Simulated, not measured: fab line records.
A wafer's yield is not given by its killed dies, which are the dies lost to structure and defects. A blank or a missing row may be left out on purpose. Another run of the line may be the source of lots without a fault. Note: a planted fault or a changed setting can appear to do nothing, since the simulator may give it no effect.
A lot that was struck, set against a sound lot	flow n5-finfet	39 out of 1938 route steps
Sound: wafers L347.2, L347.4, L347.6. Struck: wafer L356.6 (left out: L356.1, a lot-mate that was not struck); the cause follows at the end.
For every step that has rows: the tool of each side, followed by ch and its chambers, followed by its first start. Under that, the readings that differ: sound wafers	struck wafers	difference of the means	sigmas: that difference in standard deviations of wafers without a fault.
alike: words and numbers the same on both sides, and readings whose means are apart by under 2 such deviations; not compared: readings that were withheld, readings missing a value for some wafer, numbers with overlapping values and no deviation given by the record, and bounds like >300 which may hide the same value.
A row with sigmas, a row that says differs or no value, or rows on one side alone: a step with any of these is where the two part. Numbers that have no deviation but don't overlap get no sigmas and don't part them. Lack of a reading on every wafer of one side parts them only where that side has two or more wafers.

first, 9 steps without rows for these wafers: N5_FIN_CUT_COAT_02 (resist thk 30 nm); N5_FIN_CUT_EBR_04; N5_FIN_CUT_SOFTBAKE_03 (time 60 s); N5_FIN_CUT_EXPOSE_05 (exposes mask FIN CUT); N5_FIN_CUT_PEB_06 (peb time 60 s); N5_FIN_CUT_DEVELOP_07 (develop time 30 s); N5_FIN_CUT_DESCUM_13 (chemistry O2, time 7 s); N5_FIN_CUT_ETCH_30 (etches underlayer in N2/H2, target depth 13 nm, time 10.4 s); N5_FIN_CUT_ETCH_20 (etches SiARC in CF4, target depth 26 nm, time 43.3 s).
N5_FIN_CUT_ETCH_21: etches SOC in N2/H2, target depth 219 nm, overetch 43.8 nm, time 523.5 s.
  sound on rie-diel-03 ch 0,1,2, day 2 09:49; struck on rie-diel-02 ch 2, day 4 14:55
reading	sound	struck	difference	sigmas
model.etch.depth-nm (nm)	230.3 230.5 230.1	212.3	-18.0	
model.SiARC_of_FIN_CUT_COAT_19.thk-nm (nm)	11.8 12.2 12.4	13.6	+1.5	
model.FIN_CUT.cd-offset-nm (nm)	0.6 1 0.2	-0.6	-1.2	
  alike: drypump-motor-current-A, h2-flow-sccm, oes-product-au, rf-vpp-V, showerhead-plenum-p-Torr, throttle-valve-pct
  not compared: rf-hours-counter-h
then, 4 steps without rows for these wafers: N5_FIN_CUT_STRIP_23 (strips in N2/H2); N5_FIN_CUT_STRIP_31 (strips in N2/H2); N5_FIN_CUT_STRIP_24 (strips in CF4); N5_FIN_CUT_CUT_ETCH_26 (etches SiNx in CH3F/O2, target depth 39 nm, time 55.7 s).
N5_FIN_CUT_CUT_ETCH_27: etches SiO2 in CHF3/O2, target depth 4 nm, overetch 2 nm, time 4.9 s.
  sound on rie-diel-03 ch 0,1,2, day 2 10:13; struck on rie-diel-02 ch 2, day 4 15:18
reading	sound	struck	difference	sigmas
oes-product-au (a.u.)	0.61 0.61 0.63	0.47	-0.15	-3
model.FIN_CUT.cd-offset-nm (nm)	0.6 0.8 0	-0.6	-1.1	
  alike: drypump-motor-current-A, mfc-ar-sccm, oes_ar_750_au, rf-vpp-V, showerhead-plenum-p-Torr, throttle-valve-pct
  not compared: rf-hours-counter-h
then, 22 steps without rows for these wafers: N5_FIN_CUT_PRECLEAN_35 (cleans in vHF, time 13.3 s); N5_FIN_CUT_CUT_ETCH_15 (etches Si in HBr/Cl2/O2, target depth 100 nm, bt time 10 s, time 42.4 s); N5_FIN_CUT_CUT_ETCH_28 (etches Si in HBr/Cl2/O2, target depth 6 nm, time 2.4 s); N5_FIN_CUT_STRIP_22 (strips in N2/H2); N5_FIN_CUT_PRECLEAN_36 (cleans in O3/DIW, time 60 s); N5_FIN_CUT_SRD_32 (time 30 s); N5_FIN_CUT_UV_OZONE_34 (time 120 s); N5_STI_FIN_REVEAL_ALD_00 (deposits SiO2, target thk 1 nm, pulse time 1 s); N5_STI_FIN_REVEAL_ALD_14 (deposits Si3N4, target thk 3 nm); N5_STI_FIN_REVEAL_FCVD_FILL_01 (material SiO2 flowable, target thk 312 nm, time 512.2 s); N5_STI_FIN_REVEAL_DENSIFY_02 (time 1800 s); N5_STI_FIN_REVEAL_CMP_04 (polishes, stops on Si3N4, t overpolish 4 s, target thk 131.83 nm); N5_STI_FIN_REVEAL_DENSIFY_30; N5_STI_FIN_REVEAL_ETCHBACK_08 (etches SiO2 in C4F6/O2, target depth 30.5 nm, time 10.167 s); N5_STI_FIN_REVEAL_STRIP_24 (strips in N2/H2, time 90 s); N5_STI_FIN_REVEAL_PRECLEAN_25 (cleans in SPM, time 90 s); N5_STI_FIN_REVEAL_PRECLEAN_26 (cleans in SC1, time 45 s); N5_STI_FIN_REVEAL_PRECLEAN_29 (cleans in DHF, time 30 s); N5_STI_FIN_REVEAL_SRD_12 (time 30 s); N5_STI_FIN_REVEAL_RECESS_09 (chemistry HF/NH3, target SiO2, afs cycles 11, target depth 42.5 nm, sublimation time 60 s); N5_STI_FIN_REVEAL_STRIP_16 (strips SiNx in H3PO4, target depth 23.8 nm); N5_STI_FIN_REVEAL_PRECLEAN_17 (cleans in NF3:NH3, afs cycles 1, time 20 s, sublimation time 60 s).
N5_BEOL_M4_RC_MEAS_101:
  the record has rows for the sound wafers here (prober-02 ch 0, day 8 09:44) and none for the struck ones
-- here the record skips 10 days between the struck wafers' starts before and after, leaving off in module BEOL_M4 and picking up in module PASSIVATION (first step shown: number 1936 of the route) --
N5_PASSIVATION_PROBE_49:
  sound on prober-01, day 12 22:58; struck on prober-01, day 14 20:25
reading	sound	struck	difference	sigmas
defect-limited-yield (%)	93.6 94.1 90.4	0.3	-92.4	-62
killed_at_M0_to_M3	17 24 43	54	+26	+2
killed-at-front-end	39 29 37	1107	+1072	+97
killed-dies	76 70 113	1177	+1091	+61
killed-on-rim	10 9 16	150	+138	+40
sort_bin_5_function (%)	4.0 4.1 5.5	96.8	+92.3	+95
sort-n-pass	1104 1110 1067	3	-1091	-57
sort-yield-pct (%)	93.6 94.1 90.4	0.3	-92.4	-58
  alike: killed_at_M4_up, killed-at-contacts, killed-at-other, killed-open, killed-short, sort_bin_6_memory

WHERE THEY PART
Last at N5_PASSIVATION_PROBE_49 as far as this record goes, first at N5_FIN_CUT_CUT_ETCH_27.

WHY: what the simulator had put in
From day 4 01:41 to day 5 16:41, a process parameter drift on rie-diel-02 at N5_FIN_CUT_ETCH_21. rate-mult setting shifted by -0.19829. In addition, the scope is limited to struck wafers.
